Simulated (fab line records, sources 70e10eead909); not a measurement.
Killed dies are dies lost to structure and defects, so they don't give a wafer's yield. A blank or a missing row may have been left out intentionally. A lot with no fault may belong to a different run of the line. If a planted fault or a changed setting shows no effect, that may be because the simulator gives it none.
Check of tool commonality | flow nand_harc | Sampled: 13 lots, 45 wafers

== WHAT PROMPTED THE OPENING ==
Flagged at NHARC_A_DECK1_JOINT_THK_MEAS_17: reading thk_nm, on 2 of 13 lots. Fault-free wafers read 44.8 nm, with a standard deviation of 1.1.
Rule: a lot gets a flag if all its wafers with a number sit over 4 standard deviations from that mean, or if no wafer of it has a number. The rest of the lots are taken to be sound.

lot  | measured     | on            | thk_nm (nm), wafer by wafer   | flag
L741 | day 12 13:53 | film_metro-01 | 45.7 43.7 43.9                |
L742 | day 13 09:01 | film_metro-02 | 43.9 45.8 44.7                |
L743 | day 13 14:47 | film_metro-02 | 43.2 44.2 45.7                |
L744 | day 14 02:15 | film_metro-02 | 46.3 48.1 44.9                |
L745 | day 15 04:21 | film_metro-01 | 43.6 43.5 46.7                |
L747 | day 15 15:52 | film_metro-01 | 45.4 45.3 46.2                |
L748 | day 15 23:34 | film_metro-01 | 44.1 44.1 45.3                |
L750 | day 16 21:17 | film_metro-01 | 30.1 29.6 28.4 30.0 28.2 28.4 | FLAGGED
L752 | day 17 11:30 | film_metro-01 | 28.6 28.4 27.2 28.9 28.9 31.0 | FLAGGED
L755 | day 18 15:11 | film_metro-01 | 44.1 44.8 46.3                |
L760 | day 21 00:17 | film_metro-02 | 42.9 45.6 44.2                |
L761 | day 21 07:38 | film_metro-02 | 42.5 45.7 45.3                |
L763 | day 21 17:56 | film_metro-02 | 43.7 45.6 45.6                |
Average over the flagged lots: 29.0 nm; offset from the usual -15.8 nm, equal to -14 standard deviations.

== LOT BY LOT: THE TOOL USED ==
Before the reading, the record contains 3 process steps out of a 1302-step route. Read each cell as the tool, then ch plus the chambers that the sampled wafers visited, then the start.
lot  | flag    | NHARC_A_CHANNEL_FILL_D1_ALD_15                 | NHARC_A_CHANNEL_FILL_D1_CMP_10 | NHARC_A_DECK1_JOINT_DEP_16
L741 |         | ald_sin_batch-02 ch 0, day 11 01:49 or earlier | cmp-03 ch 0,3, day 11 01:49    | pecvd-02 ch 0,1,2, day 12 13:36
L742 |         | ald_sin_batch-02 ch 0, day 11 16:56 or earlier | cmp-01 ch 1,3, day 11 16:56    | pecvd-03 ch 0,1,2, day 13 08:44
L743 |         | ald_sin_batch-02 ch 0, day 12 03:22 or earlier | cmp-03 ch 0,1, day 12 03:22    | pecvd-04 ch 1,2, day 13 14:31
L744 |         | ald_sin_batch-01 ch 0, day 12 12:06 or earlier | cmp-04 ch 2,3, day 12 12:06    | pecvd-03 ch 0,1,2, day 14 02:02
L745 |         | ald_sin_batch-02 ch 0, day 13 13:22 or earlier | cmp-03 ch 0,3, day 13 13:22    | pecvd-04 ch 0,2, day 15 04:05
L747 |         | ald_sin_batch-03 ch 0, day 14 04:35 or earlier | cmp-04 ch 2,3, day 14 04:35    | pecvd-03 ch 1,2, day 15 15:34
L748 |         | ald_sin_batch-03 ch 0, day 14 10:59 or earlier | cmp-03 ch 1,2,3, day 14 10:59  | pecvd-03 ch 0,1, day 15 23:19
L750 | FLAGGED | ald_sin_batch-01 ch 0, day 15 11:35 or earlier | cmp-03 ch 1,2,3, day 15 11:35  | pecvd-03 ch 1,2, day 16 21:02
L752 | FLAGGED | ald_sin_batch-01 ch 0, day 15 20:12 or earlier | cmp-01 ch 0,1, day 15 20:12    | pecvd-03 ch 0,2, day 17 11:13
L755 |         | ald_sin_batch-02 ch 0, day 17 05:07 or earlier | cmp-03 ch 0,1, day 17 05:07    | pecvd-02 ch 0,2, day 18 14:56
L760 |         | ald_sin_batch-01 ch 0, day 19 15:07 or earlier | cmp-04 ch 1,2,3, day 19 15:07  | pecvd-02 ch 0,1,2, day 21 00:02
L761 |         | ald_sin_batch-01 ch 0, day 19 22:30 or earlier | cmp-03 ch 1,2,3, day 19 22:30  | pecvd-04 ch 0,2, day 21 07:22
L763 |         | ald_sin_batch-03 ch 0, day 20 08:23 or earlier | cmp-03 ch 0,1,3, day 20 08:23  | pecvd-03 ch 0,1,2, day 21 17:39
What these steps do:
- NHARC_A_CHANNEL_FILL_D1_ALD_15: deposits SiNx, target thk 2 nm, pulse time 60 s, ald cycles 19.
- NHARC_A_CHANNEL_FILL_D1_CMP_10: polishes, target thk 150 nm.
- NHARC_A_DECK1_JOINT_DEP_16: deposits SiO2, target thk 45 nm.
- NHARC_A_DECK1_JOINT_THK_MEAS_17: measures by ellipsometry.

== FLAGGED OVER TOTAL, TOOL BY TOOL (the gauges that took the reading come last) ==
step                            | tool             | lots run | flagged | share of the flagged lots | sound lots run after its first flagged lot
NHARC_A_CHANNEL_FILL_D1_ALD_15  | ald_sin_batch-01 | 5        | 2       | all                       | 2 (L760,L761)
NHARC_A_CHANNEL_FILL_D1_ALD_15  | ald_sin_batch-02 | 5        | 0       | none                      | -
NHARC_A_CHANNEL_FILL_D1_ALD_15  | ald_sin_batch-03 | 3        | 0       | none                      | -
NHARC_A_CHANNEL_FILL_D1_CMP_10  | cmp-01           | 2        | 1       | some                      | 0
NHARC_A_CHANNEL_FILL_D1_CMP_10  | cmp-03           | 8        | 1       | some                      | 3 (L755,L761,L763)
NHARC_A_CHANNEL_FILL_D1_CMP_10  | cmp-04           | 3        | 0       | none                      | -
NHARC_A_DECK1_JOINT_DEP_16      | pecvd-02         | 3        | 0       | none                      | -
NHARC_A_DECK1_JOINT_DEP_16      | pecvd-03         | 7        | 2       | all                       | 1 (L763)
NHARC_A_DECK1_JOINT_DEP_16      | pecvd-04         | 3        | 0       | none                      | -
NHARC_A_DECK1_JOINT_THK_MEAS_17 | film_metro-01    | 7        | 2       | all                       | 1 (L755)
NHARC_A_DECK1_JOINT_THK_MEAS_17 | film_metro-02    | 6        | 0       | none                      | -
With no start given for some of its lots, NHARC_A_CHANNEL_FILL_D1_ALD_15 uses the hours and lot order of NHARC_A_CHANNEL_FILL_D1_CMP_10.

== WHAT THE TABLE ALLOWS ==
Every flagged lot was run by 3 rows of the table: ald_sin_batch-01 at NHARC_A_CHANNEL_FILL_D1_ALD_15, pecvd-03 at NHARC_A_DECK1_JOINT_DEP_16 and film_metro-01 at NHARC_A_DECK1_JOINT_THK_MEAS_17.
- ald_sin_batch-01 at NHARC_A_CHANNEL_FILL_D1_ALD_15: 2 of its 5 lots flagged. Sound lots followed the first flagged one (L760, L761) on it, something a lasting fault affecting the whole tool could not allow.
- pecvd-03 at NHARC_A_DECK1_JOINT_DEP_16: 2 of its 7 lots flagged. Sound lots followed the first flagged one (L763) on it, something a lasting fault affecting the whole tool could not allow.
- film_metro-01 at NHARC_A_DECK1_JOINT_THK_MEAS_17: 2 of its 7 lots flagged. Sound lots followed the first flagged one (L755) on it, something a lasting fault affecting the whole tool could not allow.
Not one row of the table ran every flagged lot while running no sound lot after the first.

== WHAT THE SIMULATOR HAD INSERTED ==
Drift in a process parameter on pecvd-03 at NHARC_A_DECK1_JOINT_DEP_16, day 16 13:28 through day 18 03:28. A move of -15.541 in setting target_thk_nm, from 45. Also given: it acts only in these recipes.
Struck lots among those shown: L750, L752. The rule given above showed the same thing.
